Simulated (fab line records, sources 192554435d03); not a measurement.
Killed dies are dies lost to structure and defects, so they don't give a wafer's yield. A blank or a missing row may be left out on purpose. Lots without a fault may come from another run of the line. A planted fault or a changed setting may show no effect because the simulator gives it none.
A struck lot beside a sound one | flow n5_finfet | 15 steps out of a route of 1938
Sound: wafers L562.3, L562.5, L562.6. Struck: wafers L561.1, L561.5, L561.6. The cause comes at the end.
At each step with rows: each side's tool, then ch and its chambers, then its first start. Under that, the readings that differ: sound wafers | struck wafers | difference of the means | sigmas: that difference in standard deviations of wafers without a fault.
alike: readings whose means differ by less than 2 such deviations, and words and numbers that are the same on both sides. not compared: withheld readings, readings that some wafer has no value for, bounds like >300 that may hide the same value, and numbers for which the record gives no deviation and whose values overlap.
The two part at a step that has a row with sigmas, a row that says differs or no value, or rows on one side only. Numbers that don't overlap but have no deviation are shown without sigmas and don't part them. A reading that every wafer of one side lacks parts them only if that side has two wafers or more.

first, 3 steps without rows for these wafers: N5_HKMG_FIN_EXPOSE_09 (exposes mask NWFM); N5_HKMG_FIN_PEB_10 (peb time 60 s); N5_HKMG_FIN_DEVELOP_11 (develop time 30 s).
N5_HKMG_FIN_CD_MEAS_12: target cd 92.8 nm.
  sound on cd_sem-02 ch 0, day 8 08:06; struck on cd_sem-01 ch 0, day 8 02:43
  alike: cd_nm
N5_HKMG_FIN_OVL_MEAS_13:
  sound on overlay-02 ch 0, day 8 08:07; struck on overlay-02 ch 0, day 8 02:45
  alike: NWFM_OVL
N5_HKMG_FIN_INSPECT_14: inspects for defects (macro).
  sound on defect_inspect-02, day 8 08:09; struck on defect_inspect-02, day 8 02:46
  alike: raw_defect_count
N5_HKMG_FIN_DESCUM_17: chemistry O2, time 7.9 s.
  sound on rie_diel-04 ch 0,3, day 8 08:11; struck on rie_diel-02 ch 0,1,3, day 8 02:48
  alike: drypump_motor_current_A, oes_product_au, rf_vpp_V, showerhead_plenum_p_Torr, temp_c, throttle_valve_pct
  not compared: rf_hours_counter_h
N5_HKMG_FIN_ETCH_31: etches SiARC in CF4, target depth 45.5 nm, time 75.8 s.
  sound on rie_diel-04 ch 0,3, day 8 08:13; struck on rie_diel-02 ch 0,1,3, day 8 02:50
  alike: drypump_motor_current_A, etch_rf_on_time_s, oes_product_au, rf_vpp_V, showerhead_plenum_p_Torr, throttle_valve_pct
  not compared: rf_hours_counter_h
N5_HKMG_FIN_ETCH_32: etches SOC in N2/H2, target depth 240 nm, time 300 s.
  sound on rie_diel-04 ch 0,3, day 8 08:16; struck on rie_diel-02 ch 0,1,3, day 8 02:53
  reading      | sound             | struck            | difference | sigmas
  rf_vpp_V (V) | 520.2 520.4 520.2 | 523.9 523.8 525.8 | +4.2       | +2
  alike: drypump_motor_current_A, oes_product_au, showerhead_plenum_p_Torr, temp_c, throttle_valve_pct
  not compared: rf_hours_counter_h
then, 1 step without rows for these wafers: N5_HKMG_FIN_STRIP_33 (strips in N2/H2).
N5_HKMG_FIN_STRIP_34: strips in CF4.
  sound on rie_diel-04 ch 0,3, day 8 08:28; struck on rie_diel-02 ch 0,1,3, day 8 03:05
  reading                         | sound          | struck         | difference | sigmas
  showerhead_plenum_p_Torr (Torr) | 1.72 1.72 1.70 | 1.79 1.80 1.85 | +0.10      | +2
  alike: bias_power_w, cf4_flow_sccm, drypump_motor_current_A, oes_product_au, rf_vpp_V, throttle_valve_pct
  not compared: rf_hours_counter_h
N5_HKMG_FIN_ETCH_35: etches SOC in N2/H2, target depth 215.8 nm, time 243.4 s.
  sound on rie_diel-04 ch 0,3, day 8 08:29; struck on rie_diel-02 ch 0,1,3, day 8 03:07
  alike: drypump_motor_current_A, oes_product_au, rf_vpp_V, showerhead_plenum_p_Torr, throttle_valve_pct
  not compared: rf_hours_counter_h
N5_HKMG_FIN_STRIP_92: strips SOC in N2/H2, time 20 s.
  sound on rie_diel-04 ch 0,3, day 8 08:38; struck on rie_diel-02 ch 0,1,3, day 8 03:15
  no value came back on the struck wafers for any of 8 readings (bias_power_w (W), chamber_pressure_mTorr (mTorr) and others); on the sound wafers bias_power_w (W) reads 8.007 8.034 8.016
  not compared: rf_hours_counter_h, model.SOC_of_HKMG_FIN_COAT_29.thk_nm
then, 1 step without rows for these wafers: N5_HKMG_FIN_WET_ETCH_18 (etches TiN in SC1, time 55 s, target depth 5.2 nm, rinse time 30 s).
-- the record jumps here: 4 days lie between the struck wafers' starts before and after (it left off in module HKMG_FIN and takes up again in module BEOL_M4, whose first step shown is number 1111 of the route) --
N5_BEOL_M4_RC_MEAS_101:
  sound on prober-02 ch 0, day 12 09:44; struck on prober-01 ch 0, day 12 04:27
  alike: DIBL_N, DIBL_P, IOFF_N, IOFF_P, ION_N, ION_P, SS_N, SS_P, VT_N, VT_P

WHERE THEY PART
First at N5_HKMG_FIN_ETCH_32; last, within this record, at N5_HKMG_FIN_STRIP_92. Later steps at which nothing parts them and some readings are alike: N5_BEOL_M4_RC_MEAS_101.

WHY: what the simulator had put in
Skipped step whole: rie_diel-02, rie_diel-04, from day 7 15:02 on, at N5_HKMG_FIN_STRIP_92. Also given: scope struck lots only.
